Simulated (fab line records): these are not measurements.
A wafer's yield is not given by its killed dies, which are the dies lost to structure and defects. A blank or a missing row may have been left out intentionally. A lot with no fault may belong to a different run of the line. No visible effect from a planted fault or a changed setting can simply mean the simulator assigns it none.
fab line records    flow nandHarc
record lots=6  wafers=16  lastDay=27
route steps=1159 shown A_ONON_D1@432 END@1159
lots that met no fault: taken from a fault-free run of the same line
startH: hours from the record's first day to the start of the lot's first wafer shown    waitH: how many hours have passed since the lot's step before this one    " identical to the entry in the row above    L1.1+2: one row covering several wafers at once    - no value, or no start given    * or withheld: withheld    < > ~ a bound
route shown NAME@n: a module of which the file shows steps, and the number in the route of the first    usual: mean/standard deviation taken from wafers without a fault    same: alike in all rows    chamber/n: place in a boat    sites: readings site by site    _std_site: standard deviation of those values    _edge_site: the outer-site mean with the inner-site mean subtracted    radiusMm: for every site, how far away it sits from the centre of the wafer    mask NAME#n: copy n    behind: the most recent tool/chamber to have shaped the wafer    hold: the reason the lot was held/the length of the hold in hours/how it ended    device: whichever transistor did not switch (one of n, p or np)    end of line: the tests these same wafers got at the end of their route    for a step that has no rows: nothing shown but its recipe    killed: dies lost to structure and defects at the first sort, not the wafer's yield    map: a wafer's dies, x killed, . not, _ none there
set.NAME: setting as actually run; set.NAME@STEP: the setting as run at that earlier step    model.NAME: the simulator's own value behind a step, which no gauge read
lots seen at some steps along the route; tables by step, rows by wafer
services: when a tool's chamber went out of use (startH, in hours from the record's first day, below 0 if earlier), for how many hours, and the reason
## steps
# step NHARC_A_ONON_D1_DEP_12
# recipe targetThkA=10000  n2FlowSccm=2750  n2oFlowSccm=2000  nh3FlowSccm=500  sih4FlowSccm=210  tempC=400
# step NHARC_A_ONON_D1_THK_MEAS_14
# recipe thkMeasGauge=ellipsometry
# usual thkNm=997/8.6
lot.wafer  tool          chamber  startH  waitH  thkNm
L631.2     filmMetro-01  -        148.22  -      997
L631.3     "             -        "       "      997
L631.4     "             -        "       "      997
L632.1     filmMetro-01  -        170.68  -      993
L632.4     "             -        "       "      993
L632.5     "             -        "       "      993
L642.3     filmMetro-01  -        236.84  -      987
L642.6     "             -        "       "      986
L644.3     filmMetro-02  -        251.87  -      998
L644.6     "             -        "       "      997
L653.1     filmMetro-01  -        284.63  -      1001
L653.3     "             -        "       "      1001
L653.4     "             -        "       "      1002
L654.1     filmMetro-02  -        303.52  -      1020
L654.2     "             -        "       "      1020
L654.5     "             -        "       "      1019
# step NHARC_A_ONON_D1_ANNEAL_15
# recipe tempC=750  timeS=3600
# step NHARC_A_ONON_D1_DEP_16
# recipe targetThkA=10000  n2FlowSccm=2750  n2oFlowSccm=2000  nh3FlowSccm=500  sih4FlowSccm=210  tempC=400
# step NHARC_A_ONON_D1_THK_MEAS_18
# recipe thkMeasGauge=ellipsometry
# usual thkNm=996/9.5
lot.wafer  tool          chamber  startH  waitH  thkNm
L631.2     filmMetro-02  -        155.28  -      1005
L631.3     "             -        "       "      1004
L631.4     "             -        "       "      1005
L632.1     filmMetro-02  -        177.87  -      985
L632.4     "             -        "       "      985
L632.5     "             -        "       "      986
L642.3     filmMetro-01  -        244.31  -      996
L642.6     "             -        "       "      998
L644.3     filmMetro-01  -        258.98  -      1009
L644.6     "             -        "       "      1011
L653.1     filmMetro-01  -        291.72  -      1002
L653.3     "             -        "       "      1001
L653.4     "             -        "       "      1000
L654.1     filmMetro-02  -        310.63  -      1012
L654.2     "             -        "       "      1012
L654.5     "             -        "       "      1010
# step NHARC_A_ONON_D1_DEP_19
# recipe targetThkA=10000  n2FlowSccm=2750  n2oFlowSccm=2000  nh3FlowSccm=500  sih4FlowSccm=210  tempC=400
# step NHARC_A_ONON_D1_THK_MEAS_21
# recipe thkMeasGauge=ellipsometry
# usual thkNm=1002/8.8
lot.wafer  tool          chamber  startH  waitH  thkNm
L631.2     filmMetro-02  -        155.84  -      990
L631.3     "             -        "       "      988
L631.4     "             -        "       "      989
L632.1     filmMetro-02  -        178.44  -      1004
L632.4     "             -        "       "      1001
L632.5     "             -        "       "      1002
L642.3     filmMetro-01  -        244.88  -      998
L642.6     "             -        "       "      997
L644.3     filmMetro-02  -        259.55  -      1003
L644.6     "             -        "       "      1001
L653.1     filmMetro-02  -        292.28  -      989
L653.3     "             -        "       "      989
L653.4     "             -        "       "      989
L654.1     filmMetro-02  -        311.20  -      997
L654.2     "             -        "       "      996
L654.5     "             -        "       "      995
# step NHARC_A_ONON_D1_DEP_22
# recipe targetThkA=10000  n2FlowSccm=2750  n2oFlowSccm=2000  nh3FlowSccm=500  sih4FlowSccm=210  tempC=400
# step NHARC_A_ONON_D1_THK_MEAS_24
# recipe thkMeasGauge=ellipsometry
# usual thkNm=1000/11
lot.wafer  tool          chamber  startH  waitH  thkNm
L631.2     filmMetro-01  -        156.41  -      993
L631.3     "             -        "       "      990
L631.4     "             -        "       "      989
L632.1     filmMetro-01  -        179.13  -      1009
L632.4     "             -        "       "      1008
L632.5     "             -        "       "      1010
L642.3     filmMetro-01  -        245.45  -      981
L642.6     "             -        "       "      980
L644.3     filmMetro-01  -        260.11  -      997
L644.6     "             -        "       "      998
L653.1     filmMetro-02  -        292.85  -      991
L653.3     "             -        "       "      990
L653.4     "             -        "       "      989
L654.1     filmMetro-02  -        311.76  -      1009
L654.2     "             -        "       "      1005
L654.5     "             -        "       "      1006
# step NHARC_A_ONON_D1_DEP_25
# recipe targetThkA=10000  n2FlowSccm=2750  n2oFlowSccm=2000  nh3FlowSccm=500  sih4FlowSccm=210  tempC=400
# step NHARC_A_ONON_D1_THK_MEAS_27
# recipe thkMeasGauge=ellipsometry
# usual thkNm=999/11
lot.wafer  tool          chamber  startH  waitH  thkNm
L631.2     filmMetro-02  -        156.98  -      1002
L631.3     "             -        "       "      1005
L631.4     "             -        "       "      1003
L632.1     filmMetro-01  -        179.70  -      1000
L632.4     "             -        "       "      1000
L632.5     "             -        "       "      1000
L642.3     filmMetro-02  -        246.02  -      986
L642.6     "             -        "       "      987
L644.3     filmMetro-02  -        260.68  -      1009
L644.6     "             -        "       "      1007
L653.1     filmMetro-02  -        293.41  -      1007
L653.3     "             -        "       "      1005
L653.4     "             -        "       "      1007
L654.1     filmMetro-02  -        312.33  -      999
L654.2     "             -        "       "      998
L654.5     "             -        "       "      999
# step NHARC_A_ONON_D1_DEP_28
# recipe targetThkA=10000  n2FlowSccm=2750  n2oFlowSccm=2000  nh3FlowSccm=500  sih4FlowSccm=210  tempC=400
lot.wafer   tool          chamber  startH  waitH
L631.2+3+4  pecvdOnon-04  0        157.09  0.1
L632.1+4+5  pecvdOnon-03  0        179.76  0.1
L642.3+6    pecvdOnon-03  0        246.19  0.2
L644.3+6    pecvdOnon-03  0        260.85  0.2
L653.1+3+4  pecvdOnon-04  0        293.47  0.1
L654.1+2+5  pecvdOnon-04  0        312.39  0.1
# step NHARC_A_ONON_D1_THK_MEAS_30
# recipe thkMeasGauge=ellipsometry
# usual thkNm=999/9.5
lot.wafer  tool          chamber  startH  waitH  thkNm
L631.2     filmMetro-01  -        157.55  -      995
L631.3     "             -        "       "      996
L631.4     "             -        "       "      995
L632.1     filmMetro-01  -        180.27  -      1011
L632.4     "             -        "       "      1013
L632.5     "             -        "       "      1013
L642.3     filmMetro-01  -        246.59  -      1009
L642.6     "             -        "       "      627
L644.3     filmMetro-02  -        261.25  -      1006
L644.6     "             -        "       "      623
L653.1     filmMetro-02  -        293.98  -      997
L653.3     "             -        "       "      997
L653.4     "             -        "       "      997
L654.1     filmMetro-02  -        312.89  -      1003
L654.2     "             -        "       "      1004
L654.5     "             -        "       "      1006
# step NHARC_A_ONON_D1_DEP_33
# recipe targetThkA=2000  tempC=400  pressureTorr=6.5  rfW=900  teosFlowSccm=161.4  flowSccm=2650  targetThkNm=200  gas=O2  material=SiO2
# usual chamberPressureTorr=6.500/0.012  heaterPowerW=563/56  rfFwdPowerW=898.4/2.9  throttleValvePct=16.3/0.46
lot.wafer  tool      chamber  startH  waitH  chamberPressureTorr  heaterPowerW  rfFwdPowerW  throttleValvePct
L631.2     pecvd-04  2        157.60  0.1    6.505                465           898.5        16.7
L631.3     "         0        "       "      6.480                535           899.3        15.6
L631.4     "         2        "       "      6.505                477           896.4        16.6
L632.1     pecvd-02  0        180.32  0.1    6.491                607           897.0        16.5
L632.5     "         0        "       "      6.484                596           897.3        16.5
L632.4     "         1        "       "      6.507                514           898.9        16.9
L642.3     pecvd-04  0        246.71  0.1    6.481                617           898.9        16.1
L642.6     "         0        "       "      6.508                621           903.2        16.6
L644.3     pecvd-04  1        261.40  0.2    6.515                494           903.8        16.1
L644.6     "         1        "       "      6.473                484           896.9        15.9
L653.3     pecvd-02  0        294.04  0.1    6.499                540           898.8        17.0
L653.1     "         2        "       "      6.502                605           897.3        16.2
L653.4     "         1        "       "      6.500                616           899.5        17.1
L654.2     pecvd-01  2        313.38  0.5    6.501                642           893.8        15.8
L654.1     "         1        "       "      6.505                553           895.4        15.9
L654.5     "         0        "       "      6.517                636           903.3        15.8
# step NHARC_END_SORT_01
# recipe tempC=25
# usual killedAtArray=28/11  killedAtOther=0.9/1.2  killedAtPeriphery=2.6/2.1  killedDies=31/11  killedOpen=3.1/1.7  killedShort=1.9/1.3
# same grossDies=677
lot.wafer  tool       chamber  startH  waitH  killedAtArray  killedAtOther  killedAtPeriphery  killedDies  killedOpen  killedShort
L644.6     prober-01  0        605.52  4.0    667            3              7                  677         3           2
# killed by level:class
L644.6 A_ONON_D1:areaDep=645 A_CHANNEL_HOLE_D1:chamberFilmFlake=15 P_M1:chamberFilmFlake=5 THIN_TSV:chamberFilmFlake=3 A_M1:chamberFilmFlake=2 P_M0:geometricParticle:short=1 P_M1:geometricParticle:open=1 A_ONON_D1:geometricParticle:open=1
## services
tool          chamber  startH  hours  kind
pecvd-02      -        153.00  13.0   pm
pecvd-02      0        153.00  13.0   ventCycle
pecvd-02      1        153.00  13.0   ventCycle
pecvd-02      2        153.00  13.0   ventCycle
pecvdOnon-03  -        153.00  13.0   pm
pecvd-02      0        166.00  -      clean
pecvd-02      1        166.00  -      clean
pecvd-02      2        166.00  -      clean
pecvd-02      -        188.01  1.8    repair
pecvd-04      -        195.00  13.0   pm
pecvd-04      0        195.00  13.0   ventCycle
pecvd-04      1        195.00  13.0   ventCycle
pecvd-04      2        195.00  13.0   ventCycle
pecvd-02      -        204.43  2.0    repair
pecvd-04      0        208.00  -      clean
pecvd-04      1        208.00  -      clean
pecvd-04      2        208.00  -      clean
pecvdOnon-04  -        237.00  13.0   pm
pecvd-01      -        237.53  13.0   pm
pecvd-01      0        237.53  13.0   ventCycle
pecvd-01      1        237.53  26.3   ventCycle
pecvd-01      2        237.53  13.0   ventCycle
pecvd-04      0        274.09  13.4   repair
pecvd-04      2        307.32  17.4   repair
## key
firstSign step=NHARC_A_ONON_D1_THK_MEAS_30  reading=thkNm  direction=down  sigmas=39  usual=999  struck=625
effect step=NHARC_END_SORT_01  reading=killedDies  direction=up  sigmas=60  usual=31  struck=677
moreKillsBornAt NHARC_A_ONON_D1_DEP_28@pecvdOnon-03=645
metAt NHARC_A_ONON_D1_DEP_28
struckWafers L642.6,L644.6
laterRowsLeftOut L642.6,L644.6
sortLeftOut L642.6
testerLeftOut L642,L644
onsetBetween 179.76 246.19
fault kind=processParameterDrift  tool=pecvdOnon-03  chamber=-  onsetH=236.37  steps=NHARC_A_ONON_D1_DEP_28  channel=targetThkA  offset=*  shape=step  endH=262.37  scope=struckWafersOnly  actsIn=*  stated=*
# testerLeftOut: of these lots the tester's yield and bins aren't shown, on N5 and GAA mostly nor the transistor test; their killed dies are dies lost to structure and defects alone, not to doping, threshold or leakage, so they don't give the yield
# sortLeftOut: the simulated sort isn't trusted on such a fault, so these wafers' sort isn't shown, and their yield isn't known
# laterRowsLeftOut: the simulator's readings of these wafers behind a module that went badly wrong aren't trusted and aren't shown, but for the sort
